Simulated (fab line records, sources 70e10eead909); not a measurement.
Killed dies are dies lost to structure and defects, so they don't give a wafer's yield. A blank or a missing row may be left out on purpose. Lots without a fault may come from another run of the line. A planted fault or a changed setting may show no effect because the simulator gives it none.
Which tool did it? | flow nand_harc | 12 lots, 36 wafers sampled, at 4 steps of a route of 1159

WHAT THE GAUGES READ, wafer by wafer
NHARC_END_SORT_01.
lot  | measured     | on        | killed_at_array | killed_at_other | killed_at_periphery | killed_dies | killed_open | killed_short
L696 | day 22 00:27 | prober-02 | 102 93 102      | 0 1 0           | 1 2 4               | 103 96 106  | 2 1 4       | 1 2 4
L697 | day 23 06:07 | prober-02 | 90 96 101       | 1 0 0           | 0 4 3               | 91 100 104  | 0 1 1       | 3 2 4
L699 | day 22 22:19 | prober-02 | 28 25           | 0 0             | 1 1                 | 29 26       | 1 4         | 3 2
L702 | day 24 05:35 | prober-02 | 22 18 14        | 1 2 3           | 7 9 10              | 30 29 27    | 3 1 2       | 3 3 2

WHICH TOOL RAN EACH LOT (tool, then ch and the chambers of the sampled wafers, then the start)
lot  | NHARC_A_WL_FILL_CVD_20        | NHARC_A_BONDPAD_DESCUM_11          | NHARC_A_BONDPAD_ETCH_34
L689 | cvd_w-02 ch 0,1, day 16 04:12 | rie_diel-01 ch 1,2,3, day 17 23:53 | rie_diel-01 ch 0,1,2, day 17 23:59
L688 | cvd_w-01 ch 0,1, day 16 06:18 | rie_diel-01 ch 0,3, day 18 03:04   | rie_diel-01 ch 0,1, day 18 03:09
L690 | cvd_w-02 ch 0,1, day 16 08:26 | rie_diel-01 ch 0,2,3, day 18 12:58 | rie_diel-01 ch 0,1,3, day 18 13:02
L691 | cvd_w-02 ch 0,1, day 16 13:25 | rie_diel-01 ch 2,3, day 18 14:35   | rie_diel-01 ch 1,2, day 18 14:40
L696 | cvd_w-02 ch 0,1, day 18 10:41 | rie_diel-01 ch 0,1,2, day 20 15:05 | rie_diel-01 ch 0,2,3, day 20 15:10
L697 | cvd_w-02 ch 0,1, day 18 16:55 | rie_diel-01 ch 1,2,3, day 20 20:29 | rie_diel-01 ch 0,3, day 20 20:35
L701 | cvd_w-01 ch 0,1, day 18 19:04 | rie_diel-13 ch 2,3, day 20 20:55   | rie_diel-13 ch 1,2, day 20 21:01
L699 | cvd_w-01 ch 0,1, day 19 00:57 | rie_diel-06 ch 1,2,3, day 20 22:28 | rie_diel-06 ch 0,1,3, day 20 22:34
L702 | cvd_w-01 ch 0,1, day 19 14:38 | rie_diel-13 ch 0,1, day 21 20:46   | rie_diel-13 ch 0,1,3, day 21 21:02
L700 | cvd_w-01 ch 0,1, day 19 20:25 | rie_diel-01 ch 0,2, day 21 21:26   | rie_diel-01 ch 0,2, day 21 21:30
L704 | cvd_w-01 ch 0,1, day 20 05:18 | rie_diel-06 ch 1,2,3, day 22 15:34 | rie_diel-06 ch 0,1,2, day 22 15:38
L707 | cvd_w-01 ch 0,1, day 21 08:54 | rie_diel-06 ch 1,2, day 23 02:32   | rie_diel-06 ch 0,1,2, day 23 02:38
- NHARC_A_WL_FILL_CVD_20: deposits W, target thk 75 nm, time 5064 s.
- NHARC_A_BONDPAD_DESCUM_11: chemistry O2, time 3 s.
- NHARC_A_BONDPAD_ETCH_34: etches the open film in N2/H2, target depth 60 nm, overetch 18 nm, time 65.91 s.

WHAT THE TOOLS THEMSELVES READ (means of the sampled wafers that have a number; where no wafer has one, the mark that the record gives instead)
NHARC_A_WL_FILL_CVD_20.
lot  | tool     | chamber_pressure_Torr (Torr) | heater_power_w (W) | mfc_ar_sccm (sccm) | mfc_h2_sccm (sccm) | throttle_valve_pct (%)
L689 | cvd_w-02 | 40.04                        | 410                | 1564               | 1600               | 7.88
L688 | cvd_w-01 | 40.05                        | 515                | 1562               | 1604               | 7.88
L690 | cvd_w-02 | 39.95                        | 440                | 1561               | 1597               | 7.96
L691 | cvd_w-02 | 39.89                        | 426                | 1558               | 1602               | 7.77
L696 | cvd_w-02 | 40.06                        | 415                | 1558               | 1602               | 7.55
L697 | cvd_w-02 | 39.96                        | 418                | 1555               | 1598               | 7.52
L701 | cvd_w-01 | 39.99                        | 515                | 1560               | 1600               | 7.97
L699 | cvd_w-01 | 40.08                        | 514                | 1559               | 1603               | 7.84
L702 | cvd_w-01 | 40.06                        | 537                | 1559               | 1605               | 7.95
L700 | cvd_w-01 | 39.95                        | 538                | 1557               | 1601               | 7.92
L704 | cvd_w-01 | 39.94                        | 524                | 1557               | 1596               | 7.89
L707 | cvd_w-01 | 40.00                        | 541                | 1554               | 1601               | 7.86

NHARC_A_BONDPAD_DESCUM_11.
lot  | tool        | drypump_motor_current_A (A) | mfc_ar_sccm (sccm) | oes_product_au (a.u.) | rf_vpp_V (V) | showerhead_plenum_p_Torr (Torr) | throttle_valve_pct (%)
L689 | rie_diel-01 | 5.6                         | 0.002              | 1.005                 | 58.1         | 1.87                            | 11.313
L688 | rie_diel-01 | 5.2                         | 0.000              | 0.998                 | 57.3         | 1.90                            | 11.312
L690 | rie_diel-01 | 5.2                         | 0.002              | 1.003                 | 57.3         | 1.89                            | 11.307
L691 | rie_diel-01 | 5.3                         | 0.002              | 0.994                 | 57.4         | 1.87                            | 11.308
L696 | rie_diel-01 | 5.6                         | 0.002              | 1.008                 | 57.0         | 1.89                            | 11.317
L697 | rie_diel-01 | 5.6                         | 0.002              | 1.008                 | 57.7         | 1.87                            | 11.319
L701 | rie_diel-13 | 5.6                         | 0.004              | 0.991                 | 58.4         | 1.96                            | 11.314
L699 | rie_diel-06 | 6.0                         | 0.013              | 1.003                 | 57.6         | 1.93                            | 11.308
L702 | rie_diel-13 | 6.3                         | 0.000              | 0.983                 | 58.5         | 1.96                            | 11.309
L700 | rie_diel-01 | 5.1                         | 0.002              | 1.009                 | 57.1         | 1.90                            | 11.316
L704 | rie_diel-06 | 6.0                         | 0.013              | 1.007                 | 58.0         | 1.93                            | 11.312
L707 | rie_diel-06 | 5.9                         | 0.009              | 1.002                 | 58.1         | 1.96                            | 11.312

NHARC_A_BONDPAD_ETCH_34.
lot  | tool        | drypump_motor_current_A (A) | mfc_ar_sccm (sccm) | oes_product_au (a.u.) | rf_vpp_V (V) | showerhead_plenum_p_Torr (Torr) | throttle_valve_pct (%)
L689 | rie_diel-01 | 5.6                         | 0.002              | 1.007                 | 429.3        | 2.01                            | 14.171
L688 | rie_diel-01 | 5.5                         | 0.000              | 1.004                 | 431.3        | 2.04                            | 14.177
L690 | rie_diel-01 | 5.6                         | 0.000              | 1.000                 | 430.1        | 2.02                            | 14.165
L691 | rie_diel-01 | 5.6                         | 0.003              | 1.014                 | 428.9        | 1.98                            | 14.169
L696 | rie_diel-01 | 5.2                         | 0.002              | 1.005                 | 429.4        | 2.01                            | 14.173
L697 | rie_diel-01 | 5.2                         | 0.000              | 1.010                 | 431.1        | 2.04                            | 14.168
L701 | rie_diel-13 | 6.3                         | 0.000              | 0.992                 | 430.7        | 2.05                            | 14.167
L699 | rie_diel-06 | 5.7                         | 0.013              | 1.002                 | 429.3        | 1.98                            | 14.173
L702 | rie_diel-13 | 5.8                         | 0.004              | 0.984                 | 432.8        | 2.11                            | 14.163
L700 | rie_diel-01 | 5.2                         | 0.003              | 1.006                 | 428.8        | 2.00                            | 14.174
L704 | rie_diel-06 | 5.6                         | 0.004              | 0.998                 | 432.0        | 2.05                            | 14.168
L707 | rie_diel-06 | 5.5                         | 0.004              | 0.992                 | 430.7        | 2.05                            | 14.172

THE ANSWER, worked out from the rows above alone
Rule: what is usual is taken from the lots themselves. Put in order of their means at a reading, lots are off if they are a third of the lots or fewer, leave a main group of 4 or more, and stand apart from it by a gap of 3 or more times the standard deviation of the main group's means; of several such gaps the widest counts. A main group whose means are all the same, to the digits that the tables above print for the reading, isn't used. A lot without any number at a reading at which 4 lots or more have one is off too. The other lots that the step has rows for count as sound. The gauges are gone through in route order, then the tools' own readings, and for those a lot's mean is taken as printed above. The first step at which some lot is off is used, and at that step the reading that is off furthest; a lot without a number counts as furthest.
Off: L696, L697, at NHARC_A_WL_FILL_CVD_20 (throttle_valve_pct). The main group: mean 7.89 %, standard deviation 0.058.
A tool fits if, at that step or a process step before it, it ran every lot that is off, and no sound lot after the first of them. One fits: cvd_w-02 at NHARC_A_WL_FILL_CVD_20. Its last sound lot is L691 (day 16 13:25), its first lot that is off L696 (day 18 10:41): a fault that began between those two fits.
The tool's own readings at NHARC_A_WL_FILL_CVD_20 bear it out: on the lots that are off they differ by more than 5 times the standard deviation of the sound lots' means. throttle_valve_pct reads 7.54 % there against 7.89 % on the sound lots.

WHAT THE SIMULATOR HAD PUT IN
Chamber particle source: cvd_w-02, from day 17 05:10 on, at NHARC_A_WL_FILL_CVD_20. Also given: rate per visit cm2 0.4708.
Lots struck among those shown: L696, L697. The rule above found the same.
